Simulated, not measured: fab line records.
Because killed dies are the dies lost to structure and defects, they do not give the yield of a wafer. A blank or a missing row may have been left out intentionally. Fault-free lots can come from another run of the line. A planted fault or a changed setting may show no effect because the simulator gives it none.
Matching of chambers + flow nand-harc + 4 sister chambers for NHARC_A_STAIRCASE_CMP_152 on cmp-02
The step polishes. 8 wafers are shown with their chamber, then 11 later ones without.

## EACH WAFER AND ITS CHAMBER
| wafer  | chamber | motor-current-A (A) |
|--------|---------|---------------------|
| L081.4 | 3       | 12.1                |
| L081.5 | 3       | 13.2                |
| L083.1 | 1       | 12.5                |
| L084.6 | 2       | 11.8                |
| L087.2 | 0       | 8.7                 |
| L087.5 | 1       | 12.3                |
| L087.6 | 0       | 8.9                 |
| L089.4 | 2       | 12.5                |

## WAFERS WITHOUT THEIR CHAMBER
| wafer  | motor-current-A (A) |
|--------|---------------------|
| L089.5 | 12.6                |
| L089.6 | 12.1                |
| L092.3 | 12.3                |
| L092.5 | 13.0                |
| L092.6 | 8.9                 |
| L093.1 | 12.4                |
| L093.5 | 8.9                 |
| L093.6 | 12.1                |
| L094.2 | 11.7                |
| L094.4 | 9.0                 |
| L094.6 | 12.9                |

## WHICH CHAMBER EACH WENT THROUGH
| wafer  | from the rows above          | in truth |
|--------|------------------------------|----------|
| L089.5 | can't be placed: 3 or 1 or 2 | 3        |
| L089.6 | can't be placed: 2 or 1 or 3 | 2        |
| L092.3 | can't be placed: 1 or 2 or 3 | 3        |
| L092.5 | can't be placed: 3 or 1 or 2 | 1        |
| L092.6 | 0                            | 0        |
| L093.1 | can't be placed: 1 or 3 or 2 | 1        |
| L093.5 | 0                            | 0        |
| L093.6 | can't be placed: 2 or 1 or 3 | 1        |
| L094.2 | can't be placed: 2 or 1 or 3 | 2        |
| L094.4 | 0                            | 0        |
| L094.6 | can't be placed: 3 or 1 or 2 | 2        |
Correct placement for 3 of the 11. Not placeable from these rows: 8 (in 8, the candidates include the true chamber). Number placed wrongly: 0.
How it was worked out, from the rows above alone: a wafer's distance from a chamber is the root of the sum, over the readings, of the square of ((its reading less the chamber's mean) divided by the reading's scatter). If the next closest chamber is less than 2 further off than the closest, the wafer can't be placed; otherwise it belongs to the closest. Each chamber's mean is taken over the wafers shown for it. How the scatter is found: for the shown wafers, subtract from each reading the mean of its chamber, square and add these, divide the total by (wafers less chambers), then take the root.
